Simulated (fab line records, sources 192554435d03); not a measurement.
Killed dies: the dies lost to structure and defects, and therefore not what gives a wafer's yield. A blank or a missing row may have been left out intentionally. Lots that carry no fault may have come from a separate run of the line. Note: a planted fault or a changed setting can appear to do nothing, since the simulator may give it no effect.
Which tool was responsible? -- flow n5 finfet -- 29 wafers from 10 lots sampled at 5 of the route's 1938 steps

WHAT THE GAUGES READ, wafer by wafer
N5_BEOL_M0_RS_MEAS_126: measurement is done with a four-point probe. Usual: for M0_RS the level is 0.535 ohm/sq and the standard deviation is 0.026.
lot,measured,on,M0_RS (ohm/sq),flag
L676,day 5 22:36,film metro-01,0.525 0.522 0.539,
L677,day 6 08:16,film metro-01,0.527 0.528 0.560,
L679,day 6 20:54,film metro-01,0.584 0.516 0.504,
L682,day 7 10:01,film metro-01,0.516 0.481,
L684,day 8 07:54,film metro-01,0.525 0.514 0.499,
L687,day 8 21:43,film metro-02,0.564 0.497 0.543,
L689,day 9 02:25,film metro-02,0.525 0.579 0.518,
L696,day 11 02:13,film metro-01,0.543 0.538 0.533,
L698,day 11 14:11,film metro-02,0.559 0.509 0.582,
L699,day 12 00:14,film metro-01,0.563 0.532 0.500,

N5_BEOL_M4_RC_MEAS_101. Usual: DIBL_N 35.8 mV/V, standard deviation 2.2; DIBL_P 35.3 mV/V, standard deviation 2.7; IOFF_N 0.16 nA/um, standard deviation 0.043; IOFF_P 0.21 nA/um, standard deviation 0.043; ION_N 676 uA/um, standard deviation 15; ION_P 463 uA/um, standard deviation 9.1; SS_N 71.4 mV/dec, standard deviation 0.77; SS_P 73.0 mV/dec, standard deviation 0.79; VT_N 250 mV, standard deviation 4; VT_P -249.8 mV, standard deviation 2.8.
lot,measured,on,DIBL_N (mV/V),DIBL_P (mV/V),IOFF_N (nA/um),IOFF_P (nA/um),ION_N (uA/um),ION_P (uA/um),SS_N (mV/dec),SS_P (mV/dec),VT_N (mV),VT_P (mV),flag
L676,day 8 08:11,prober-02,37.7 40.3 35.7,39.0 41.7 37.3,0.19 0.25 0.17,0.24 0.30 0.22,689 708 694,474 481 478,70.9 71.5 70.7,72.4 73.9 72.3,242 240 244,-246.0 -244.5 -247.6,
L677,day 8 17:34,prober-01,33.6 35.9 35.9,32.6 34.8 34.9,0.11 0.14 0.14,0.16 0.20 0.20,674 674 691,460 461 472,70.4 71.5 71.7,72.6 72.8 73.2,254 252 251,-251.9 -248.7 -249.1,
L679,day 9 05:35,prober-01,36.5 37.2 39.8,36.3 36.8 37.5,0.16 0.18 0.22,0.23 0.22 0.24,654 691 664,450 467 453,71.3 72.1 73.1,73.1 72.9 73.7,250 247 248,-249.0 -250.4 -246.8,
L682,day 9 20:19,prober-01,35.9 36.5,37.5 38.6,0.16 0.16,0.20 0.23,672 661,460 454,71.6 71.9,73.0 73.5,249 250,-250.0 -248.3,
L684,day 10 15:54,prober-02,37.2 38.9 35.4,35.2 36.9 33.4,0.17 0.19 0.13,0.20 0.22 0.17,675 687 670,458 469 463,71.4 71.9 71.0,72.9 73.0 72.4,249 250 255,-251.0 -249.8 -253.7,
L687,day 11 11:06,prober-01,36.1 35.0 38.0,37.7 34.5 38.7,0.16 0.13 0.19,0.24 0.19 0.27,691 675 686,475 465 470,71.5 71.2 72.1,73.4 72.5 73.5,248 253 249,-245.8 -250.0 -247.0,
L689,day 11 22:40,prober-01,40.6 32.5 39.4,39.8 31.5 38.9,0.27 0.11 0.24,0.30 0.16 0.28,704 668 703,478 460 475,72.7 70.4 71.9,75.1 72.3 74.9,240 253 244,-246.0 -252.3 -246.3,
L696,day 13 21:52,prober-01,34.8 34.6 37.2,32.2 30.8 34.4,0.11 0.10 0.14,0.18 0.16 0.21,671 649 669,458 457 468,71.5 71.3 71.7,72.6 72.3 73.1,254 258 252,-251.6 -251.8 -248.4,
L698,day 14 02:41,prober-01,35.3 35.0 35.3,33.6 31.5 33.0,0.14 0.12 0.14,0.21 0.16 0.18,667 660 682,466 459 466,71.1 71.0 71.3,72.9 72.0 72.1,249 254 251,-250.5 -252.2 -250.8,
L699,day 14 04:58,prober-02,32.9 33.3 36.5,32.4 34.0 36.4,0.11 0.13 0.17,0.15 0.18 0.21,637 674 658,436 458 450,70.9 71.1 72.3,71.5 72.9 73.1,255 248 249,-254.5 -248.6 -250.6,

EACH LOT AND THE TOOL THAT RAN IT (in order: tool; ch and the chambers of the sampled wafers; start)
lot,N5_BEOL_M0_SPUTTER_141,N5_BEOL_M0_DEP_125,N5_BEOL_M1_COAT_05
L676,"pvd sputter-02, day 5 21:23","pecvd-03 ch 0,2, day 5 22:32","litho track-01 ch 0, day 6 01:01"
L677,"pvd sputter-02, day 6 06:59","pecvd-03 ch 0,1,2, day 6 08:12","litho track-03 ch 0, day 6 10:08"
L679,"pvd sputter-01, day 6 19:51","pecvd-04 ch 0,1,2, day 6 20:50","litho track-03 ch 0, day 6 22:01"
L682,"pvd sputter-01, day 7 08:50","pecvd-02 ch 2, day 7 09:56","litho track-01 ch 0, day 7 11:56"
L684,"pvd sputter-03, day 8 06:49","pecvd-04 ch 0,2, day 8 07:49","litho track-01 ch 0, day 8 08:37"
L687,"pvd sputter-03, day 8 20:29","pecvd-04 ch 0,2, day 8 21:39","litho track-01 ch 0, day 8 22:32"
L689,"pvd sputter-01, day 9 01:22","pecvd-02 ch 0,1,2, day 9 02:21","litho track-01 ch 0, day 9 04:40"
L696,"pvd sputter-01, day 11 01:07","pecvd-02 ch 1,2, day 11 02:09","litho track-02 ch 0, day 11 06:42"
L698,"pvd sputter-03, day 11 12:37","pecvd-04 ch 0,1,2, day 11 14:07","litho track-03 ch 0, day 11 16:02"
L699,"pvd sputter-02, day 11 22:41","pecvd-02 ch 0,1,2, day 12 00:10","litho track-01 ch 0, day 12 01:35"
- N5_BEOL_M0_SPUTTER_141: material Cu, target thk 4 nm, time 7.37 s.
- N5_BEOL_M0_DEP_125: deposits SiCN from 3MS/NH3, target thk 8 nm, time 14 s.
- N5_BEOL_M1_COAT_05: resist thk 30 nm.

WHAT THE TOOLS THEMSELVES READ (means of the sampled wafers that have a number; where no wafer has one, the mark that the record gives instead)
N5_BEOL_M0_SPUTTER_141. Usual: chamber pressure pa 0.07001 Pa, standard deviation 0.00012; substrate temp c -19.99 C, standard deviation 0.1; throttle valve pct 30.0 %, standard deviation 1.
lot,tool,chamber pressure pa (Pa),substrate temp c (C),throttle valve pct (%),flag
L676,pvd sputter-02,0.06999,-19.91,29.7,
L677,pvd sputter-02,0.06992,-19.97,30.0,
L679,pvd sputter-01,0.06996,-19.96,30.4,
L682,pvd sputter-01,0.07007,-19.89,31.0,
L684,pvd sputter-03,0.07004,-19.94,30.8,
L687,pvd sputter-03,0.07012,-20.07,30.2,
L689,pvd sputter-01,0.07006,-19.89,30.0,
L696,pvd sputter-01,0.07003,-20.07,30.3,
L698,pvd sputter-03,0.07004,-19.99,30.3,
L699,pvd sputter-02,0.06999,-20.05,29.5,

N5_BEOL_M0_DEP_125. Usual: showerhead plenum p Torr 3.655 Torr, standard deviation 0.014; throttle valve pct 9.3 %, standard deviation 0.54.
lot,tool,showerhead plenum p Torr (Torr),throttle valve pct (%),flag
L676,pecvd-03,3.665,9.1,
L677,pecvd-03,3.668,8.9,
L679,pecvd-04,3.652,9.2,
L682,pecvd-02,3.667,8.7,
L684,pecvd-04,3.635,9.0,
L687,pecvd-04,3.639,9.2,
L689,pecvd-02,3.661,9.4,
L696,pecvd-02,3.660,9.1,
L698,pecvd-04,3.644,8.9,
L699,pecvd-02,3.662,9.5,

N5_BEOL_M1_COAT_05. Usual: chill plate temp C 23.00 C, standard deviation 0.1; spin speed rpm 1500.1 rpm, standard deviation 1.
lot,tool,chill plate temp C (C),spin speed rpm (rpm),flag
L676,litho track-01,22.88,1501.3,
L677,litho track-03,22.96,1500.3,
L679,litho track-03,22.95,1500.3,
L682,litho track-01,23.04,1499.3,
L684,litho track-01,23.02,1449.7,OFF
L687,litho track-01,22.96,1448.9,OFF
L689,litho track-01,22.97,1449.3,OFF
L696,litho track-02,22.97,1500.9,
L698,litho track-03,23.06,1499.7,
L699,litho track-01,23.04,1500.3,

THE ANSWER, worked out from the rows above alone
Rule: lot off if the mean of its wafers having a number is beyond 3 standard deviations from the usual mean. A lot without any number at a reading at which 4 lots or more have one is off too. Where the step has rows for the other lots, those lots are counted as sound. The gauges are gone through in route order, then the tools' own readings, and for those a lot's mean is taken as printed above. The first step at which some lot is off is used, and at that step the reading that is off furthest; a lot without a number counts as furthest.
Off, at N5_BEOL_M1_COAT_05 on spin speed rpm: L684, L687, L689.
If a tool, at that step or one of the process steps before it, ran each lot that is off and ran no sound lot following the first of them, it fits. Of those tried, none fits.

WHAT THE SIMULATOR PUT IN
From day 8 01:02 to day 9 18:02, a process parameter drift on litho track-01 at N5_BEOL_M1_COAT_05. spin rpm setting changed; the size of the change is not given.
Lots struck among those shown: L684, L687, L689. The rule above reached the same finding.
